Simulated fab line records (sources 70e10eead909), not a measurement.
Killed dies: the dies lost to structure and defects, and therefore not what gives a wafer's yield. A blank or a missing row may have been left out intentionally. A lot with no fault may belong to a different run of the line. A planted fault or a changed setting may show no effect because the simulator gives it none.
Chamber matching ; flow nand_harc ; rie_diel-03 running NHARC_A_ZERO_WELL_DESCUM_12: 4 sister chambers
The step chemistry O2, time 3 s. 14 wafers are shown with their chamber, then 7 later ones without.

## WAFERS WITH THEIR CHAMBER
wafer;chamber;showerhead_plenum_p_Torr (Torr);drypump_motor_current_A (A);oes_product_au (a.u.)
L078.3;0;1.99;6.0;1.000
L078.4;2;1.85;5.1;1.003
L078.5;2;1.85;5.1;0.999
L080.1;2;1.85;5.0;1.013
L080.5;3;1.89;5.0;0.994
L080.6;0;1.99;6.1;1.002
L079.2;1;1.90;5.9;0.989
L079.3;0;1.99;6.1;0.997
L079.6;1;1.90;5.9;0.995
L083.2;0;1.99;6.0;1.005
L083.3;1;1.89;5.9;1.003
L083.4;2;1.85;5.0;1.016
L085.1;2;1.85;5.0;1.007
L085.5;3;1.89;5.0;0.990

SIGNATURES (means of the wafers above)
reading;chamber 0;chamber 1;chamber 2;chamber 3;scatter within a chamber
showerhead_plenum_p_Torr;1.9900;1.8967;1.8500;1.8900;0.00258
drypump_motor_current_A;6.050;5.900;5.040;5.000;0.0469
oes_product_au;1.00100;0.99567;1.00760;0.99200;0.0058
Rule: for a wafer and a chamber, the distance is found by dividing, reading by reading, the gap between the wafer's reading and the chamber's mean by the reading's scatter, squaring, summing and taking the root. The wafer belongs to the nearest chamber; if the next one is less than 2 further off, it can't be placed. The scatter: take each reading less its chamber's mean, square it, sum over the shown wafers, divide by the number of wafers less the number of chambers, and take the root.

## WAFERS WHOSE CHAMBER IS MISSING
wafer;showerhead_plenum_p_Torr (Torr);drypump_motor_current_A (A);oes_product_au (a.u.)
L085.6;1.99;6.1;1.011
L091.1;1.89;5.9;0.992
L091.5;1.85;5.0;0.997
L091.6;1.89;5.0;1.002
L096.1;1.85;5.0;0.993
L096.2;1.89;5.0;0.978
L096.3;1.99;6.1;0.990

## WHICH CHAMBER EACH WENT THROUGH
wafer;from the rows above;in truth
L085.6;0;0
L091.1;1;1
L091.5;2;2
L091.6;3;3
L096.1;2;2
L096.2;3;3
L096.3;0;0
Correct placement for 7 of the 7. Can't be placed from these rows: 0. Number placed wrongly: 0.
